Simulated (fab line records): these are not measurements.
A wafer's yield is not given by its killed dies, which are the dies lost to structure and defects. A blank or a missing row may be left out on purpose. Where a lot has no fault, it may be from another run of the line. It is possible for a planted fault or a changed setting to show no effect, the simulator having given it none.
fab line records | flow nand-harc
record: lots: 12 | wafers: 36 | last-day: 33
route steps=1302 shown A_SGD_CUT@907 A_SLIT@923
lots that met no fault: taken from a fault-free run of the same line
start-h: hours from the record's opening day to when the first of the lot's shown wafers began | wait-h: hours since the lot's step before | " the same as in the row above | L1.1+2: a row that stands for several wafers | - no value, or no start given | * or withheld: withheld | < > ~ a bound
route shown NAME@n: NAME is a module with steps in the file, n the number in the route of the first one | usual: the fault-free wafers' mean and standard deviation | same: alike in all rows | chamber/n: place in a boat | sites: the reading at each site | _std_site: the standard deviation of these | _edge_site: mean of outer sites minus mean of inner sites | radius-mm: how far each site lies from the wafer's centre | mask NAME#n: copy n | behind: the tool/chamber that last shaped the wafer | hold: reason for holding the lot/hours on hold/outcome of the hold | device: which transistor (n, p or np) failed to switch | end of line: the same wafers' tests at the end of the route | a step without rows: its recipe alone | killed: not the wafer's yield, but the dies lost to structure and defects at the first sort | map: a wafer's dies, marking killed ones x, the rest . and places with no die _
set.NAME: the setting as run; set.NAME@STEP: as run at that earlier step | model.NAME: the simulator's own value behind a step, which no gauge read
route steps across a sampled set of lots; one table per step, one row per wafer
services: a tool's chamber out of use, with start hour (start-h, from the record's first day; less than 0 if before it), hours out, and reason
== steps ==
step: NHARC_A_SGD_CUT_ETCH_15
recipe: target-depth-a: 750 | time-s: 64.3 | ch3f-flow-sccm: 50 | o2-flow-sccm: 30 | ar-flow-sccm: 200 | rf-w: 500 | bias-w: 100 | chemistry: CH3F/O2
usual: drypump-motor-current-A: 5.8/0.42 | oes-product-au: 0.957/0.019 | rf-vpp-V: 264.5/1.4 | showerhead-plenum-p-Torr: 2.50/0.087 | throttle-valve-pct: 20.662/0.0088
lot.wafer | tool        | chamber | start-h | wait-h | drypump-motor-current-A | oes-product-au | rf-hours-counter-h | rf-vpp-V | showerhead-plenum-p-Torr | throttle-valve-pct
L863.1    | rie-diel-09 | 2       | -       | -      | 5.2                     | 0.976          | 7                  | 265.7    | 2.64                     | 20.661
L863.4    | "           | 1       | "       | "      | 5.1                     | 0.959          | 7                  | 265.5    | 2.56                     | 20.678
L863.5    | "           | 3       | "       | "      | 6.3                     | 0.973          | -                  | 265.9    | 2.57                     | 20.669
L861.3    | rie-diel-05 | 1       | -       | -      | 6.0                     | 0.930          | 1                  | 262.1    | 2.33                     | 20.671
L861.4    | "           | 0       | "       | "      | 5.5                     | 0.955          | -                  | 262.8    | 2.42                     | 20.654
L861.5    | "           | 1       | "       | "      | 6.0                     | 0.953          | -                  | 262.2    | 2.33                     | 20.665
L862.1    | rie-diel-05 | 1       | -       | -      | 6.0                     | 0.941          | 2                  | 261.1    | 2.34                     | 20.657
L862.3    | "           | 3       | "       | "      | 6.0                     | 0.983          | 2                  | 264.8    | 2.47                     | 20.658
L862.5    | "           | 2       | "       | "      | 5.2                     | 0.951          | -                  | 266.0    | 2.58                     | 20.660
L865.1    | rie-diel-05 | 0       | -       | -      | 5.6                     | 0.922          | 2                  | 263.4    | 2.42                     | 20.656
L865.2    | "           | 2       | "       | "      | 5.2                     | 0.937          | 2                  | 266.2    | 2.58                     | 20.662
L865.5    | "           | 1       | "       | "      | 6.0                     | 0.923          | -                  | 262.8    | 2.34                     | 20.663
L866.1    | rie-diel-09 | 3       | -       | -      | 6.3                     | 0.971          | 9                  | 263.4    | 2.57                     | 20.658
L866.3    | "           | 1       | "       | "      | 5.2                     | 0.950          | 9                  | 264.5    | 2.56                     | 20.666
L866.5    | "           | 2       | "       | "      | 5.2                     | 0.976          | -                  | 267.3    | 2.64                     | 20.660
L867.4    | rie-diel-09 | 0       | -       | -      | 6.5                     | 0.967          | 9                  | 265.3    | 2.61                     | 20.673
L867.5    | "           | 3       | "       | "      | 6.3                     | 0.973          | -                  | 265.4    | 2.57                     | 20.654
L867.6    | "           | 0       | "       | "      | 6.5                     | 0.972          | -                  | 266.0    | 2.61                     | 20.666
L870.3    | rie-diel-09 | 3       | -       | -      | 6.3                     | 0.959          | 1                  | 265.6    | 2.57                     | 20.653
L870.1    | "           | 0       | "       | "      | 6.5                     | 0.962          | 1                  | 267.1    | 2.61                     | 20.667
L870.6    | "           | 0       | "       | "      | 6.5                     | 0.962          | -                  | 266.1    | 2.61                     | 20.664
L869.1    | rie-diel-09 | 0       | -       | -      | 6.5                     | 0.953          | 2                  | 265.2    | 2.61                     | 20.656
L869.4    | "           | 2       | "       | "      | 5.2                     | 0.939          | 2                  | 267.1    | 2.63                     | 20.644
L869.2    | "           | 3       | "       | "      | 6.3                     | 0.955          | 2                  | 265.7    | 2.57                     | 20.668
L868.4    | rie-diel-05 | 2       | -       | -      | 5.2                     | 0.931          | 4                  | 264.5    | 2.58                     | 20.659
L868.2    | "           | 1       | "       | "      | 6.0                     | 0.922          | 5                  | 261.5    | 2.33                     | 20.651
L868.5    | "           | 2       | "       | "      | 5.2                     | 0.927          | -                  | 263.9    | 2.58                     | 20.663
L876.4    | rie-diel-03 | 2       | -       | -      | 5.9                     | 0.962          | 12                 | 265.1    | 2.54                     | 20.678
L876.2    | "           | 3       | "       | "      | 6.0                     | 0.949          | 12                 | 264.6    | 2.48                     | 20.677
L876.6    | "           | 0       | "       | "      | 5.7                     | 0.969          | -                  | 263.7    | 2.46                     | 20.648
L881.2    | rie-diel-09 | 3       | -       | -      | 6.2                     | 0.952          | 8                  | 264.7    | 2.57                     | 20.668
L881.6    | "           | 0       | "       | "      | 6.5                     | 0.930          | -                  | 266.3    | 2.60                     | 20.650
L881.5    | "           | 1       | "       | "      | 5.2                     | 0.941          | -                  | 264.9    | 2.55                     | 20.639
L883.2    | rie-diel-05 | 3       | -       | -      | 6.0                     | 0.984          | 4                  | 265.0    | 2.47                     | 20.654
L883.1    | "           | 1       | "       | "      | 6.0                     | 0.950          | 3                  | 262.0    | 2.33                     | 20.657
L883.5    | "           | 3       | "       | "      | 6.0                     | 0.971          | -                  | 265.1    | 2.47                     | 20.664
step: NHARC_A_SGD_CUT_DEP_20
recipe: target-thk-a: 1500 | temp-c: 65 | material: SiO2
usual: susceptor-temp-C: 65.01/0.12
lot.wafer | tool    | chamber | start-h | wait-h | susceptor-temp-C
L863.1    | fcvd-02 | 1       | 445.84  | -      | 64.94
L863.4    | "       | 1       | "       | "      | 64.96
L863.5    | "       | 1       | "       | "      | 64.99
L861.3    | fcvd-01 | 0       | 446.26  | -      | 65.05
L861.4    | "       | 0       | "       | "      | 64.82
L861.5    | "       | 0       | "       | "      | 65.15
L862.1    | fcvd-02 | 0       | 448.83  | -      | 65.21
L862.3    | "       | 1       | "       | "      | 64.82
L862.5    | "       | 1       | "       | "      | 64.81
L865.2    | fcvd-02 | 1       | 468.36  | -      | 64.94
L865.1    | "       | 0       | "       | "      | 64.83
L865.5    | "       | 1       | "       | "      | 65.09
L866.1    | fcvd-02 | 0       | 491.26  | -      | 65.22
L866.3    | "       | 1       | "       | "      | 65.04
L866.5    | "       | 0       | "       | "      | 65.13
L867.4    | fcvd-01 | 1       | 494.72  | -      | 65.07
L867.6    | "       | 1       | "       | "      | 64.97
L867.5    | "       | 0       | "       | "      | 64.94
L870.1    | fcvd-01 | 1       | 528.48  | -      | 65.16
L870.3    | "       | 0       | "       | "      | 64.99
L870.6    | "       | 0       | "       | "      | 64.97
L869.1    | fcvd-01 | 0       | 539.68  | -      | 64.97
L869.2    | "       | 1       | "       | "      | 65.01
L869.4    | "       | 1       | "       | "      | 65.16
L868.2    | fcvd-02 | 1       | 542.61  | -      | 65.12
L868.4    | "       | 1       | "       | "      | 64.92
L868.5    | "       | 0       | "       | "      | 65.08
L876.2    | fcvd-02 | 1       | 603.89  | -      | -
L876.4    | "       | 1       | "       | "      | -
L876.6    | "       | 0       | "       | "      | -
L881.2    | fcvd-01 | 1       | 649.08  | -      | -
L881.6    | "       | 0       | "       | "      | -
L881.5    | "       | 1       | "       | "      | -
L883.1    | fcvd-01 | 0       | 663.51  | -      | 64.94
L883.2    | "       | 1       | "       | "      | 64.82
L883.5    | "       | 0       | "       | "      | 64.96
step: NHARC_A_SGD_CUT_CMP_21
recipe: target-thk-nm: 148.19
usual: motor-current-A: 12.2/0.93 | retaining-ring-pressure-frac: 0.999/0.0049 | time-to-endpoint-s: 50.2/2.3
lot.wafer | tool   | chamber | start-h | wait-h | motor-current-A | retaining-ring-pressure-frac | time-to-endpoint-s
L861.3    | cmp-02 | 0       | 450.83  | 0.4    | 12.3            | 0.999                        | 49.9
L861.4    | "      | 2       | "       | "      | 11.7            | 0.989                        | 53.6
L861.5    | "      | 0       | "       | "      | 11.9            | 0.999                        | 48.3
L863.4    | cmp-04 | 3       | 450.88  | 0.4    | 11.4            | 1.002                        | 47.9
L863.1    | "      | 0       | "       | "      | 12.2            | 1.001                        | 50.5
L863.5    | "      | 1       | "       | "      | 13.9            | 0.998                        | 49.0
L862.1    | cmp-03 | 2       | 450.90  | 0.4    | 11.7            | 1.000                        | 49.7
L862.3    | "      | 3       | "       | "      | 11.3            | 0.996                        | 46.8
L862.5    | "      | 0       | "       | "      | 12.1            | 1.001                        | 45.9
L865.1    | cmp-04 | 1       | 473.02  | 0.4    | 14.8            | 1.003                        | 51.1
L865.2    | "      | 0       | "       | "      | 11.4            | 1.004                        | 50.9
L865.5    | "      | 2       | "       | "      | 12.7            | 1.004                        | 51.8
L867.4    | cmp-04 | 3       | 498.38  | 0.4    | 10.8            | 0.998                        | 52.4
L867.5    | "      | 2       | "       | "      | 13.0            | 0.999                        | 50.3
L867.6    | "      | 3       | "       | "      | 11.3            | 1.001                        | 50.7
L866.3    | cmp-03 | 2       | 498.38  | 0.4    | 12.1            | 0.995                        | 50.6
L866.1    | "      | 3       | "       | "      | 11.0            | 1.001                        | 50.9
L866.5    | "      | 1       | "       | "      | 12.2            | 0.997                        | 50.9
L870.3    | cmp-04 | 2       | 533.50  | 0.4    | 13.2            | 0.990                        | 54.7
L870.1    | "      | 0       | "       | "      | 11.4            | 0.998                        | 52.2
L870.6    | "      | 1       | "       | "      | 14.4            | 1.002                        | 54.2
L869.4    | cmp-03 | 2       | 544.34  | 0.4    | 11.5            | 0.988                        | 49.9
L869.1    | "      | 3       | "       | "      | 11.7            | 1.002                        | 51.2
L869.2    | "      | 0       | "       | "      | 11.7            | 1.003                        | 46.8
L868.4    | cmp-04 | 3       | 544.41  | 0.4    | 11.6            | 1.004                        | 50.5
L868.2    | "      | 0       | "       | "      | 11.6            | 0.996                        | 54.0
L868.5    | "      | 2       | "       | "      | 13.0            | 0.988                        | 54.4
L876.4    | cmp-03 | 3       | 608.65  | 0.4    | 11.5            | 1.001                        | 47.1
L876.2    | "      | 1       | "       | "      | 12.2            | 0.999                        | 51.1
L876.6    | "      | 3       | "       | "      | 11.2            | 1.004                        | 51.7
L881.2    | cmp-02 | 2       | 653.61  | 0.4    | 11.4            | 1.012                        | 47.2
L881.5    | "      | 3       | "       | "      | 12.5            | 1.005                        | 48.7
L881.6    | "      | 0       | "       | "      | 12.9            | 0.992                        | 44.5
L883.1    | cmp-04 | 1       | 669.10  | 0.4    | 15.2            | 1.008                        | 47.9
L883.2    | "      | 0       | "       | "      | 11.9            | 0.996                        | 49.4
L883.5    | "      | 1       | "       | "      | 14.1            | 1.003                        | 47.6
step: NHARC_A_SGD_CUT_THK_MEAS_22
recipe: thk-meas-gauge: ellipsometry
usual: thk-nm: 148.3/1.2
lot.wafer | tool          | chamber | start-h | wait-h | thk-nm
L863.1    | film-metro-02 | -       | 451.08  | 0.2    | 149.4
L863.4    | "             | -       | "       | "      | 150.2
L863.5    | "             | -       | "       | "      | 148.0
L861.3    | film-metro-01 | -       | 451.09  | 0.2    | 148.0
L861.4    | "             | -       | "       | "      | 148.2
L861.5    | "             | -       | "       | "      | 149.9
L862.1    | film-metro-02 | -       | 451.11  | 0.2    | 149.5
L862.3    | "             | -       | "       | "      | 148.8
L862.5    | "             | -       | "       | "      | 149.2
L865.1    | film-metro-02 | -       | 473.27  | 0.2    | 149.7
L865.2    | "             | -       | "       | "      | 145.8
L865.5    | "             | -       | "       | "      | 149.3
L867.4    | film-metro-01 | -       | 498.61  | 0.2    | 147.4
L867.5    | "             | -       | "       | "      | 148.6
L867.6    | "             | -       | "       | "      | 150.3
L866.1    | film-metro-02 | -       | 498.61  | 0.2    | 145.7
L866.3    | "             | -       | "       | "      | 148.4
L866.5    | "             | -       | "       | "      | 147.3
L870.1    | film-metro-01 | -       | 533.73  | 0.2    | 151.3
L870.3    | "             | -       | "       | "      | 146.8
L870.6    | "             | -       | "       | "      | 150.2
L869.1    | film-metro-01 | -       | 544.59  | 0.2    | 147.6
L869.2    | "             | -       | "       | "      | 149.4
L869.4    | "             | -       | "       | "      | 149.4
L868.2    | film-metro-02 | -       | 544.61  | 0.2    | 149.8
L868.4    | "             | -       | "       | "      | 148.5
L868.5    | "             | -       | "       | "      | 149.1
L876.2    | film-metro-01 | -       | 608.90  | 0.2    | 148.5
L876.4    | "             | -       | "       | "      | 144.4
L876.6    | "             | -       | "       | "      | 147.8
L881.2    | film-metro-02 | -       | 653.79  | 0.2    | 147.3
L881.5    | "             | -       | "       | "      | 149.8
L881.6    | "             | -       | "       | "      | 146.3
L883.1    | film-metro-02 | -       | 669.36  | 0.2    | 150.1
L883.2    | "             | -       | "       | "      | 148.6
L883.5    | "             | -       | "       | "      | 147.4
step: NHARC_A_SLIT_DEP_00
recipe: target-thk-a: 62000 | temp-c: 400 | material: aC
usual: susceptor-temp-C: 400.02/0.22 | throttle-valve-pct: 34.999/0.0097
lot.wafer | tool       | chamber | start-h | wait-h | susceptor-temp-C | throttle-valve-pct
L863.1    | acl-dep-01 | 0       | 453.35  | -      | 399.88           | 34.971
L863.4    | "          | 0       | 455.23  | -      | 399.80           | 35.005
L863.5    | "          | 0       | "       | "      | 399.90           | 35.002
L861.3    | acl-dep-03 | 0       | 454.51  | -      | 400.21           | 34.995
L861.4    | "          | 0       | "       | "      | 400.40           | 34.991
L861.5    | "          | 0       | "       | "      | 400.16           | 34.995
L862.1    | acl-dep-02 | 0       | 454.87  | -      | 399.93           | 35.001
L862.3    | "          | 0       | 456.13  | -      | 400.16           | 35.008
L862.5    | "          | 0       | 457.38  | -      | 400.11           | 34.999
L865.1    | acl-dep-01 | 0       | 474.18  | -      | 400.23           | 34.994
L865.2    | "          | 0       | "       | "      | 399.94           | 34.990
L865.5    | "          | 0       | 476.69  | -      | 399.90           | 35.000
L866.1    | acl-dep-01 | 0       | 501.16  | -      | 400.14           | 34.986
L866.3    | "          | 0       | 502.41  | -      | 400.12           | 35.013
L866.5    | "          | 0       | 503.67  | -      | 400.00           | 35.007
L867.4    | acl-dep-03 | 0       | 503.65  | -      | 399.92           | 35.014
L867.5    | "          | 0       | "       | "      | 399.60           | 34.997
L867.6    | "          | 0       | "       | "      | 399.89           | 34.999
L870.1    | acl-dep-02 | 0       | 534.63  | -      | 400.16           | 34.999
L870.3    | "          | 0       | 535.90  | -      | 400.40           | 34.987
L870.6    | "          | 0       | 537.81  | -      | 400.20           | 34.977
L869.1    | acl-dep-02 | 0       | 547.02  | -      | 400.30           | 34.989
L869.2    | "          | 0       | "       | "      | 400.07           | 35.007
L869.4    | "          | 0       | 548.93  | -      | 400.36           | 34.996
L868.2    | acl-dep-03 | 0       | 547.70  | -      | 399.89           | 34.996
L868.4    | "          | 0       | 548.96  | -      | 399.88           | 35.010
L868.5    | "          | 0       | "       | "      | 399.68           | 35.010
L876.2    | acl-dep-03 | 0       | 614.17  | -      | 399.95           | 34.999
L876.4    | "          | 0       | 615.43  | -      | 400.21           | 35.001
L876.6    | "          | 0       | 616.70  | -      | 400.25           | 35.001
L881.2    | acl-dep-01 | 0       | 656.91  | -      | 400.13           | 35.014
L881.5    | "          | 0       | 658.82  | -      | 400.03           | 35.005
L881.6    | "          | 0       | "       | "      | 400.28           | 34.991
L883.1    | acl-dep-01 | 0       | 672.78  | -      | -                | 34.989
L883.2    | "          | 0       | "       | "      | -                | 34.990
L883.5    | "          | 0       | 675.24  | -      | -                | 34.987
== services ==
tool        | chamber | start-h | hours | kind
fcvd-01     | 1       | 443.24  | 11.0  | repair
fcvd-02     | -       | 450.00  | 13.0  | pm
cmp-04      | -       | 464.34  | 0.8   | repair
fcvd-02     | -       | 482.85  | 1.0   | repair
fcvd-02     | -       | 494.29  | 0.3   | repair
rie-diel-09 | -       | 497.10  | 9.0   | pm
cmp-04      | -       | 504.02  | 4.0   | pm
fcvd-01     | 1       | 511.24  | 9.5   | repair
cmp-04      | -       | 518.93  | 0.5   | repair
cmp-04      | -       | 526.21  | 3.8   | repair
rie-diel-09 | -       | 532.42  | 2.3   | repair
fcvd-01     | -       | 547.00  | 13.0  | pm
fcvd-01     | 1       | 563.14  | 7.9   | repair
fcvd-02     | 1       | 586.48  | 1.8   | repair
cmp-04      | -       | 589.56  | 1.7   | repair
fcvd-02     | 0       | 590.66  | 6.7   | repair
cmp-04      | -       | 602.02  | 4.0   | pm
fcvd-02     | 0       | 605.86  | 5.0   | repair
rie-diel-09 | 0       | 607.70  | 6.0   | repair
rie-diel-09 | 1       | 613.34  | 5.3   | repair
fcvd-02     | -       | 631.00  | 13.0  | pm
cmp-04      | -       | 655.87  | 0.4   | repair
fcvd-01     | -       | 670.46  | 0.7   | repair
rie-diel-09 | -       | 674.10  | 9.0   | pm
== key ==
first-sign: step: NHARC_A_SGD_CUT_THK_MEAS_22 | reading: thk-nm | direction: down | sigmas: 3.1 | usual: 148.3 | struck: 144.4
effect none on later readings
met-at NHARC_A_SGD_CUT_DEP_20
struck-lots L876
struck-wafers L876.4
tester-left-out L876
not-acting-at NHARC_A_SGD_CUT_ETCH_15,NHARC_A_SGD_CUT_CMP_21,NHARC_A_SLIT_DEP_00
onset-between 542.61 603.89
fault: kind: process-parameter-drift | tool: fcvd-02 | chamber: - | onset-h: 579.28 | steps: NHARC_A_SGD_CUT_DEP_20 | channel: target-thk-a | offset: * | shape: step | end-h: 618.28 | scope: struck-wafers-only | acts-in: * | stated: *
tester-left-out: of these lots the tester's yield and bins aren't shown, on N5 and GAA mostly nor the transistor test; their killed dies are dies lost to structure and defects alone, not to doping, threshold or leakage, so they don't give the yield
